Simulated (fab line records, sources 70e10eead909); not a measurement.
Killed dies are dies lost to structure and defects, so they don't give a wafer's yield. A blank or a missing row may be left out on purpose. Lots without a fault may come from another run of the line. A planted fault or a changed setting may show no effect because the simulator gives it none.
Which tool did it? | flow nand_harc | 14 lots, 42 wafers sampled, at 5 steps of a route of 1159

WHAT THE GAUGES READ, wafer by wafer
NHARC_THIN_TSV_CD_MEAS_33: target cd 5000 nm. Usual: cd_nm 5000.3 nm, standard deviation 1.8.
lot  | measured     | on        | cd_nm (nm)           | flag
L224 | day 19 18:53 | cd_sem-02 | 4999.8 5000.3 5000.1 |
L225 | day 20 00:28 | cd_sem-02 | 5001.7 5000.6 4999.4 |
L226 | day 20 01:32 | cd_sem-03 | 5001.6 4999.5 4999.6 |
L228 | day 20 22:03 | cd_sem-02 | 5004.1 5001.1 5002.2 |
L227 | day 20 22:55 | cd_sem-03 | 5000.9 4999.4 4999.2 |
L229 | day 21 05:50 | cd_sem-03 | 5003.0 5002.1 5003.0 |
L230 | day 21 06:24 | cd_sem-01 | 4997.4 4998.3 4999.0 |
L231 | day 21 07:27 | cd_sem-02 | 5000.8 4999.3 5002.9 |
L233 | day 21 23:36 | cd_sem-03 | 4997.1 5001.3 5001.1 |
L232 | day 21 22:23 | cd_sem-03 | 4999.9 4999.4 4999.0 |
L234 | day 23 15:30 | cd_sem-02 | 5000.3 4998.6 5000.7 |
L244 | day 25 03:31 | cd_sem-03 | 4999.9 5000.6 4998.9 |
L246 | day 25 15:08 | cd_sem-03 | 5003.5 5003.8 5003.1 |
L247 | day 25 21:26 | cd_sem-01 | 4997.6 4996.1 4996.8 |

NHARC_END_SORT_01. Usual: killed_at_array 27, standard deviation 12; killed_at_other 0.5, standard deviation 0.9; killed_at_periphery 3.7, standard deviation 2.7; killed_dies 31, standard deviation 12; killed_open 3.3, standard deviation 2; killed_short 2.0, standard deviation 1.4.
lot  | measured     | on        | killed_at_array | killed_at_other | killed_at_periphery | killed_dies | killed_open | killed_short | flag
L224 | day 20 17:57 | prober-01 | 27 19 22        | 0 0 0           | 11 7 6              | 38 26 28    | 2 3 4       | 4 1 2        |
L225 | day 21 07:53 | prober-01 | 31 32 22        | 1 0 0           | 4 3 3               | 36 35 25    | 11 11 2     | 2 0 2        |
L226 | day 21 00:09 | prober-02 | 17 13 15        | 0 1 0           | 3 4 4               | 20 18 19    | 3 2 4       | 4 2 3        |
L228 | day 21 16:32 | prober-01 | 13 29 30        | 0 0 4           | 2 0 0               | 15 29 34    | 0 2 6       | 1 1 1        |
L227 | day 21 08:04 | prober-02 | 10 11 10        | 0 0 0           | 2 4 2               | 12 15 12    | 0 4 3       | 0 1 1        |
L229 | day 21 15:52 | prober-02 | 28 23 17        | 0 3 0           | 4 6 2               | 32 32 19    | 3 3 0       | 0 0 2        |
L230 | day 21 23:37 | prober-02 | 23 27 26        | 1 0 0           | 13 6 9              | 37 33 35    | 3 1 3       | 2 4 4        |
L231 | day 22 00:20 | prober-01 | 20 20 17        | 0 0 1           | 4 2 2               | 24 22 20    | 5 2 4       | 3 3 4        |
L233 | day 22 08:08 | prober-01 | 110 113 110     | 0 0 1           | 6 2 4               | 116 115 115 | 3 2 6       | 5 3 1        | OFF
L232 | day 22 08:14 | prober-02 | 120 117 113     | 1 0 2           | 7 5 7               | 128 122 122 | 4 2 6       | 2 4 1        | OFF
L234 | day 24 01:34 | prober-01 | 41 41 51        | 0 1 0           | 4 7 7               | 45 49 58    | 6 3 5       | 3 4 3        |
L244 | day 25 10:19 | prober-02 | 12 13 20        | 1 1 2           | 5 1 3               | 18 15 25    | 3 2 5       | 5 3 3        |
L246 | day 26 01:59 | prober-02 | 18 9 6          | 1 0 0           | 2 1 1               | 21 10 7     | 4 0 1       | 3 3 1        |
L247 | day 26 10:38 | prober-02 | 26 30 26        | 1 0 0           | 2 1 3               | 29 31 29    | 3 2 0       | 1 1 1        |

WHICH TOOL RAN EACH LOT (tool, then ch and the chambers of the sampled wafers, then the start)
lot  | NHARC_A_CONTACT_CVD_19        | NHARC_THIN_TSV_STRIP_62              | NHARC_THIN_TSV_STRIP_56
L224 | cvd_w-01 ch 0,1, day 18 02:02 | plasma_asher-02 ch 0,1, day 19 15:25 | plasma_asher-02 ch 0,1, day 19 19:40
L225 | cvd_w-02 ch 0,1, day 18 05:01 | plasma_asher-02 ch 0,1, day 19 21:10 | plasma_asher-02 ch 0,1, day 20 01:09
L226 | cvd_w-02 ch 0,1, day 18 06:12 | plasma_asher-02 ch 0,1, day 19 22:11 | plasma_asher-02 ch 0,1, day 20 02:14
L228 | cvd_w-02 ch 0,1, day 19 09:26 | plasma_asher-01 ch 0,1, day 20 18:44 | plasma_asher-02 ch 0,1, day 20 22:44
L227 | cvd_w-01 ch 0,1, day 19 09:35 | plasma_asher-02 ch 1, day 20 19:44   | plasma_asher-01 ch 0,1, day 20 23:35
L229 | cvd_w-02 ch 0,1, day 19 15:34 | plasma_asher-02 ch 0,1, day 21 02:28 | plasma_asher-01 ch 0,1, day 21 06:29
L230 | cvd_w-01 ch 1, day 19 16:43   | plasma_asher-02 ch 0,1, day 21 03:05 | plasma_asher-01 ch 0, day 21 07:03
L231 | cvd_w-02 ch 0, day 19 18:54   | plasma_asher-01 ch 0,1, day 21 04:08 | plasma_asher-02 ch 0,1, day 21 08:05
L233 | cvd_w-01 ch 0,1, day 20 02:23 | plasma_asher-02 ch 0,1, day 21 20:19 | plasma_asher-02 ch 0,1, day 22 00:17
L232 | cvd_w-01 ch 1, day 20 03:14   | plasma_asher-01 ch 0,1, day 21 19:11 | plasma_asher-02 ch 1, day 21 23:04
L234 | cvd_w-02 ch 0,1, day 21 15:43 | plasma_asher-01 ch 0,1, day 23 12:01 | plasma_asher-01 ch 0,1, day 23 16:43
L244 | cvd_w-02 ch 0,1, day 23 08:17 | plasma_asher-02 ch 0,1, day 25 00:20 | plasma_asher-01 ch 0,1, day 25 04:11
L246 | cvd_w-01 ch 0,1, day 23 22:05 | plasma_asher-01 ch 0,1, day 25 11:50 | plasma_asher-01 ch 0,1, day 25 15:48
L247 | cvd_w-01 ch 0,1, day 23 22:58 | plasma_asher-01 ch 0,1, day 25 18:08 | plasma_asher-02 ch 0, day 25 22:06
- NHARC_A_CONTACT_CVD_19: deposits W, target thk 300 nm, time 802 s.
- NHARC_THIN_TSV_STRIP_62: strips in N2/H2, time 20 s.
- NHARC_THIN_TSV_STRIP_56: strips in O2.

WHAT THE TOOLS THEMSELVES READ (means of the sampled wafers that have a number; where no wafer has one, the mark that the record gives instead)
NHARC_A_CONTACT_CVD_19. Usual: heater_power_w 441 W, standard deviation 67; throttle_valve_pct 7.89 %, standard deviation 0.19.
lot  | tool     | heater_power_w (W) | throttle_valve_pct (%) | flag
L224 | cvd_w-01 | 428                | 8.00                   |
L225 | cvd_w-02 | 458                | 7.84                   |
L226 | cvd_w-02 | 456                | 7.77                   |
L228 | cvd_w-02 | 483                | 7.77                   |
L227 | cvd_w-01 | 426                | 8.15                   |
L229 | cvd_w-02 | 481                | 7.82                   |
L230 | cvd_w-01 | 338                | 8.11                   |
L231 | cvd_w-02 | 514                | 7.86                   |
L233 | cvd_w-01 | 428                | 8.08                   |
L232 | cvd_w-01 | 335                | 8.09                   |
L234 | cvd_w-02 | 487                | 7.76                   |
L244 | cvd_w-02 | 488                | 7.79                   |
L246 | cvd_w-01 | 393                | 7.83                   |
L247 | cvd_w-01 | 439                | 7.96                   |

NHARC_THIN_TSV_STRIP_62. Usual: drypump_motor_current_A 5.9 A, standard deviation 0.47; heater_power_w 323 W, standard deviation 51.
lot  | tool            | drypump_motor_current_A (A) | heater_power_w (W) | flag
L224 | plasma_asher-02 | 5.9                         | 286                |
L225 | plasma_asher-02 | 6.0                         | 289                |
L226 | plasma_asher-02 | 6.0                         | 284                |
L228 | plasma_asher-01 | 5.6                         | 364                |
L227 | plasma_asher-02 | 6.6                         | 268                |
L229 | plasma_asher-02 | 6.3                         | 277                |
L230 | plasma_asher-02 | 6.3                         | 280                |
L231 | plasma_asher-01 | 5.6                         | 362                |
L233 | plasma_asher-02 | 5.9                         | 286                |
L232 | plasma_asher-01 | 5.6                         | 362                |
L234 | plasma_asher-01 | 5.6                         | 361                |
L244 | plasma_asher-02 | 6.0                         | 282                |
L246 | plasma_asher-01 | 5.6                         | 364                |
L247 | plasma_asher-01 | 5.8                         | 390                |

NHARC_THIN_TSV_STRIP_56. Usual: drypump_motor_current_A 5.9 A, standard deviation 0.45; heater_power_w 332 W, standard deviation 53.
lot  | tool            | drypump_motor_current_A (A) | heater_power_w (W) | flag
L224 | plasma_asher-02 | 6.3                         | 278                |
L225 | plasma_asher-02 | 6.2                         | 282                |
L226 | plasma_asher-02 | 6.3                         | 274                |
L228 | plasma_asher-02 | 6.3                         | 278                |
L227 | plasma_asher-01 | 5.8                         | 386                |
L229 | plasma_asher-01 | 5.7                         | 363                |
L230 | plasma_asher-01 | 5.5                         | 348                |
L231 | plasma_asher-02 | 5.9                         | 289                |
L233 | plasma_asher-02 | 6.3                         | 277                |
L232 | plasma_asher-02 | 6.7                         | 267                |
L234 | plasma_asher-01 | 5.8                         | 377                |
L244 | plasma_asher-01 | 5.8                         | 385                |
L246 | plasma_asher-01 | 5.8                         | 395                |
L247 | plasma_asher-02 | 5.6                         | 289                |

THE ANSWER, worked out from the rows above alone
Rule: a lot is off if the mean of its wafers that have a number lies more than 3 standard deviations from the usual mean. A lot without any number at a reading at which 4 lots or more have one is off too. The other lots that the step has rows for count as sound. The gauges are gone through in route order, then the tools' own readings, and for those a lot's mean is taken as printed above. The first step at which some lot is off is used, and at that step the reading that is off furthest; a lot without a number counts as furthest.
Off: L233, L232, at NHARC_END_SORT_01 (killed_dies).
A tool fits if, at a process step before that reading, it ran every lot that is off, and no sound lot after the first of them. The gauges at NHARC_END_SORT_01 are tried like those tools. None of those tried fits.

WHAT THE SIMULATOR HAD PUT IN
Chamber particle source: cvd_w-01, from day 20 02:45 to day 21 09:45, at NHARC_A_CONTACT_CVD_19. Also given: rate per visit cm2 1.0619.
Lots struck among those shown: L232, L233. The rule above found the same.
